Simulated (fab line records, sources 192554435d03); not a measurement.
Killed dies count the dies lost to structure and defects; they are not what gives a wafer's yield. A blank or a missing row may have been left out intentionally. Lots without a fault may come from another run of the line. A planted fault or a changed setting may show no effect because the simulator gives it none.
Matching of chambers ; flow n5Finfet ; rieDiel-05 running N5_BEOL_M6_ETCH_66: 4 sister chambers
The step etches SOC in N2/H2, target depth 80 nm, overetch 16 nm, time 120 s. 16 wafers are shown with their chamber, then 8 later ones without.

## WAFERS, EACH WITH ITS CHAMBER
wafer;chamber;showerheadPlenumPTorr (Torr);drypumpMotorCurrentA (A);throttleValvePct (%)
L075.3;0;2.51;5.6;17.71
L075.4;2;2.55;6.2;17.19
L075.6;0;2.51;5.6;17.71
L082.1;2;2.54;6.2;17.25
L082.5;2;2.54;6.2;17.25
L082.6;1;2.67;5.3;17.67
L085.4;3;2.53;5.8;18.28
L085.5;1;2.67;5.3;17.68
L085.6;2;2.54;6.2;17.24
L086.1;1;2.67;5.3;17.69
L086.3;2;2.54;6.2;17.26
L086.4;0;2.50;5.6;17.32
L084.1;3;2.53;5.9;18.28
L084.2;1;2.67;5.3;17.68
L084.4;0;2.50;5.6;17.32
L088.3;0;2.50;5.6;17.32

SIGNATURES (averages over the wafers above)
reading;chamber 0;chamber 1;chamber 2;chamber 3;scatter within a chamber
showerheadPlenumPTorr;2.5040;2.6700;2.5420;2.5300;0.00408
drypumpMotorCurrentA;5.600;5.300;6.200;5.850;0.0204
throttleValvePct;17.4760;17.6800;17.2380;18.2800;0.124
Rule: a wafer's distance from a chamber is the root of the sum, over the readings, of the square of ((its reading less the chamber's mean) divided by the reading's scatter). The wafer belongs to the nearest chamber; if the next one is less than 2 further off, it can't be placed. The scatter: take each reading less its chamber's mean, square it, sum over the shown wafers, divide by the number of wafers less the number of chambers, and take the root.

## WAFERS WITH NO CHAMBER GIVEN
wafer;showerheadPlenumPTorr (Torr);drypumpMotorCurrentA (A);throttleValvePct (%)
L088.5;2.54;6.2;17.25
L088.6;2.53;5.8;18.28
L090.1;2.50;5.6;17.33
L090.2;2.53;5.8;18.30
L090.3;2.67;5.4;17.69
L090.4;2.54;6.2;17.26
L090.5;2.50;5.6;17.32
L090.6;2.53;5.8;18.30

## WHICH CHAMBER EACH WENT THROUGH
wafer;from the rows above;in truth
L088.5;2;2
L088.6;3;3
L090.1;0;0
L090.2;3;3
L090.3;1;1
L090.4;2;2
L090.5;0;0
L090.6;3;3
8 of 8 placed correctly. Not placeable from these rows: 0. 0 placed wrongly.
